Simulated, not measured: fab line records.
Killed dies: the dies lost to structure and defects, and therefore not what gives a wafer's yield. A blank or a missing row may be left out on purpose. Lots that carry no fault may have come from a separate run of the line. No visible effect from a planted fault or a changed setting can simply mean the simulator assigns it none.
One fault seen from 2 desks | flow nand harc | numbers are kept per desk, each desk with only its own; the story behind them comes last

FOR THE TOOL OWNER'S DESK: rie diel-04
The tool's own readings at NHARC_A_CONTACT_ETCH_89 (etches the open film in N2/H2, target depth 260 nm, time 475.3 s): means of the sampled wafers that have a number, for each lot that ran on this tool. A lot is out of limits, marked OUT, if its mean lies more than 4 standard deviations from the usual mean; the brackets give that distance.
Columns: A = drypump motor current A at NHARC_A_CONTACT_ETCH_89, usual 5.6 A; B = oes product au at NHARC_A_CONTACT_ETCH_89, usual 0.999 a.u.; C = rf vpp V at NHARC_A_CONTACT_ETCH_89, usual 431.2 V; D = showerhead plenum p Torr at NHARC_A_CONTACT_ETCH_89, usual 2.06 Torr; E = throttle valve pct at NHARC_A_CONTACT_ETCH_89, usual 14.172 %
lot  | first seen here | A   | B                | C     | D    | E
L793 | day 24 23:01    | 6.1 | 1.002            | 429.3 | 1.99 | 14.158
L795 | day 26 07:38    | 5.5 | 0.998            | 429.4 | 2.00 | 14.173
L796 | day 26 19:31    | 5.7 | 0.989            | 431.1 | 2.07 | 14.168
L798 | day 27 05:45    | 5.9 | 0.923 (-5.4) OUT | 429.3 | 2.02 | 14.168
L800 | day 28 19:31    | 5.6 | 0.927 (-5.1) OUT | 433.0 | 2.12 | 14.177
L808 | day 31 03:41    | 5.5 | 0.997            | 428.9 | 1.99 | 14.171
L809 | day 31 17:04    | 5.1 | 0.992            | 430.0 | 2.00 | 14.173
Finding of this desk: L798, L800 out of limits; the first was L798 at day 27 05:45, on oes product au at NHARC_A_CONTACT_ETCH_89. L793, L795, L796, L808, L809: within limits.

THE METROLOGY DESK
Means of the sampled wafers that have a number, per lot and without regard to the tool the lot ran on: this is what the gauges read. A lot is out of limits, marked OUT, if its mean lies more than 4 standard deviations from the usual mean; the brackets give that distance.
Columns: A = cd nm at NHARC_A_CONTACT_CD_MEAS_15, usual 190.1 nm
lot  | first seen here | A
L788 | day 22 23:20    | 190.7
L786 | day 23 01:05    | 190.0
L787 | day 23 07:44    | 190.5
L791 | day 24 06:45    | 191.1
L794 | day 24 21:04    | 190.5
L793 | day 25 02:00    | 190.0
L795 | day 26 10:39    | 190.1
L796 | day 26 22:30    | 190.3
L798 | day 27 08:47    | 189.9
L800 | day 28 22:32    | 190.1
L804 | day 30 16:08    | 189.9
L808 | day 31 06:47    | 189.6
L809 | day 31 20:09    | 189.7
This desk found nothing out of limits on any of the 13 lots.

ALL TOGETHER
The tool owner's desk had the chance to raise an alarm at day 27 05:45 on L798, L800.
The metrology desk saw nothing out of limits.
The metrology desk has L798, L800 on record, within its limits.
On rie diel-04, each named lot ran NHARC_A_CONTACT_ETCH_89.

WHAT THE SIMULATOR HAD INSERTED
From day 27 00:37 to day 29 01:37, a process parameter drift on rie diel-04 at NHARC_A_CONTACT_ETCH_89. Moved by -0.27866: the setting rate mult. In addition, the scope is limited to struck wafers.
Struck lots among those shown: L798, L800.
Time in hours from fault onset to the first out-of-limits reading at each desk: the tool owner's desk, 5.
